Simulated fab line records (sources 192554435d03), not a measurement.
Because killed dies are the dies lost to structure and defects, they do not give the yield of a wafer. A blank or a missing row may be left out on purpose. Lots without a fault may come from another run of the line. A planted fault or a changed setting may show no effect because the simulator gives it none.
What tool caused it? ; flow n5_finfet ; Sampling: 9 lots, 26 wafers, 4 of 1938 route steps

## WHAT EACH GAUGE READ, for each wafer
N5_BEOL_M4_RC_MEAS_101.
lot;measured;on;DIBL_N (mV/V);DIBL_P (mV/V);IOFF_N (nA/um);IOFF_P (nA/um);ION_N (uA/um);ION_P (uA/um);SS_N (mV/dec);SS_P (mV/dec);VT_N (mV);VT_P (mV)
L140;day 8 20:52;prober-01;33.1 34.9 38.3;33.5 36.1 39.8;0.10 0.14 0.22;0.14 0.18 0.24;647 658 696;443 454 469;70.5 71.3 72.1;71.6 73.0 73.2;258 252 244;-256 -254 -251
L142;day 9 02:56;prober-02;40.5 37.7 38.3;39.4 35.1 37.4;0.23 0.17 0.20;0.26 0.19 0.23;695 676 693;463 454 464;73.2 72.8 72.4;74.4 73.9 73.9;247 250 248;-250 -254 -248
L146;day 9 16:56;prober-02;39.1 41.6 41.1;38.8 42.6 42.1;0.20 0.28 0.23;0.23 0.30 0.28;668 695 702;454 467 472;72.6 72.6 72.1;73.9 74.9 74.9;249 243 247;-251 -248 -249
L147;day 9 17:14;prober-01;35.3 32.8 32.1;37.4 33.5 33.0;0.13 0.10 0.10;0.21 0.16 0.15;659 664 662;456 462 459;71.8 70.7 71.0;73.9 72.6 72.1;252 256 257;-251 -254 -254
L148;day 10 02:48;prober-01;35.0 36.8 34.8;36.0 37.5 35.0;0.16 0.17 0.15;0.23 0.24 0.20;689 670 680;474 458 468;71.0 71.2 70.5;73.7 73.5 72.8;247 249 250;-247 -247 -251
L151;day 11 02:28;prober-02;35.8 35.8 36.0;35.8 36.8 34.5;0.15 0.16 0.15;0.18 0.19 0.17;688 660 671;468 452 451;72.0 71.7 72.4;73.0 73.8 73.3;251 247 252;-252 -252 -252
L160;day 12 20:22;prober-02;35.6 35.8 37.1;35.6 36.1 37.1;0.15 0.16 0.19;0.19 0.19 0.22;665 681 673;447 456 449;71.4 71.3 72.3;73.5 73.6 73.9;252 250 246;-254 -254 -253
L161;day 14 02:22;prober-02;36.5 40.9 36.9;38.2 43.3 38.2;0.16 0.30 0.18;0.23 0.37 0.23;661 712 682;455 483 462;71.5 72.4 71.4;74.0 75.4 74.2;251 240 247;-251 -245 -251
L162;day 15 04:58;prober-02;34.8 33.9;32.7 32.3;0.12 0.10;0.14 0.14;672 645;456 446;70.9 70.4;72.0 72.4;254 257;-254 -256

N5_MIM_BOT_LITHO_INSPECT_12: inspects for defects (macro).
lot;measured;on;raw_defect_count
L140;day 12 10:09;defect_inspect-01;1 3 3
L142;day 13 00:54;defect_inspect-01;2 1 1
L146;day 14 00:22;defect_inspect-02;3 3 2
L147;day 13 16:52;defect_inspect-01;1 2 1
L148;day 14 09:58;defect_inspect-02;3 3 1
L151;day 14 21:36;defect_inspect-01;0 3 3
L160;day 16 17:31;defect_inspect-01;4 4 2
L161;day 17 17:31;defect_inspect-01;3 1 3
L162;day 19 04:06;defect_inspect-02;4 4

N5_PASSIVATION_INSPECT_61: inspects for defects (macro).
lot;measured;on;raw_defect_count
L140;day 12 15:55;defect_inspect-01;3 1 2
L142;day 13 02:23;defect_inspect-01;1 1 2
L146;day 14 02:19;defect_inspect-01;1 2 2
L147;day 13 20:44;defect_inspect-01;2 5 4
L148;day 14 13:02;defect_inspect-02;4 1 3
L151;day 15 00:03;defect_inspect-02;3 2 3
L160;day 16 19:49;defect_inspect-01;1 2 2
L161;day 17 19:55;defect_inspect-01;1 1 4
L162;day 19 08:40;defect_inspect-02;5 2

## WHAT TOOL EACH LOT RAN ON (gives the tool, then ch and the chambers of the sampled wafers, and finally the start)
lot;N5_MIM_BOT_LITHO_DESCUM_10
L140;rie_diel-01 ch 0,2, day 12 10:11
L142;rie_diel-03 ch 0,1,3, day 13 00:56
L146;rie_diel-06 ch 0,1,2, day 14 00:24
L147;rie_diel-01 ch 0,1,3, day 13 16:54
L148;rie_diel-01 ch 0,1, day 14 09:59
L151;rie_diel-06 ch 0,3, day 14 21:38
L160;rie_diel-06 ch 0,1,3, day 16 17:32
L161;rie_diel-06 ch 0,2,3, day 17 17:32
L162;rie_diel-06 ch 3, day 19 04:08
- N5_MIM_BOT_LITHO_DESCUM_10: chemistry O2, time 7.9 s.

## WHAT THE TOOLS THEMSELVES READ (means of the sampled wafers that have a number; where no wafer has one, the mark that the record gives instead)
N5_MIM_BOT_LITHO_DESCUM_10.
lot;tool;drypump_motor_current_A (A);oes_product_au (a.u.);rf_vpp_V (V);showerhead_plenum_p_Torr (Torr);throttle_valve_pct (%)
L140;rie_diel-01;6.3;0.82;244.3;2.14;20.61
L142;rie_diel-03;6.0;0.77;243.1;2.07;20.54
L146;rie_diel-06;5.9;0.79;242.8;2.12;20.36
L147;rie_diel-01;6.1;0.79;242.9;2.07;20.50
L148;rie_diel-01;6.1;0.70;242.5;2.03;20.45
L151;rie_diel-06;5.4;0.77;244.4;2.14;20.51
L160;rie_diel-06;5.8;0.79;244.0;2.13;20.44
L161;rie_diel-06;5.5;0.82;243.1;2.11;20.43
L162;rie_diel-06;5.3;0.72;243.6;2.10;20.56

## THE ANSWER, worked out from the rows above alone
Rule: what is usual is taken from the lots themselves. Put in order of their means at a reading, lots are off if they are a third of the lots or fewer, leave a main group of 4 or more, and stand apart from it by a gap of 3 or more times the standard deviation of the main group's means; of several such gaps the widest counts. If all means in a main group match to the digits the tables above print for the reading, that group is not used. Also off: a lot with no number at a reading for which 4 or more lots have one. The other lots that the step has rows for count as sound. Order of review: gauges by route order, followed by the tools' own readings, for which a lot's mean as printed above is used. At the first step where some lot is off, the reading lying furthest off is the one used; lots without a number count as furthest.
Across all readings shown, no lot is off: no conclusion can be drawn from this.

## WHAT HAD BEEN PUT IN BY THE SIMULATOR
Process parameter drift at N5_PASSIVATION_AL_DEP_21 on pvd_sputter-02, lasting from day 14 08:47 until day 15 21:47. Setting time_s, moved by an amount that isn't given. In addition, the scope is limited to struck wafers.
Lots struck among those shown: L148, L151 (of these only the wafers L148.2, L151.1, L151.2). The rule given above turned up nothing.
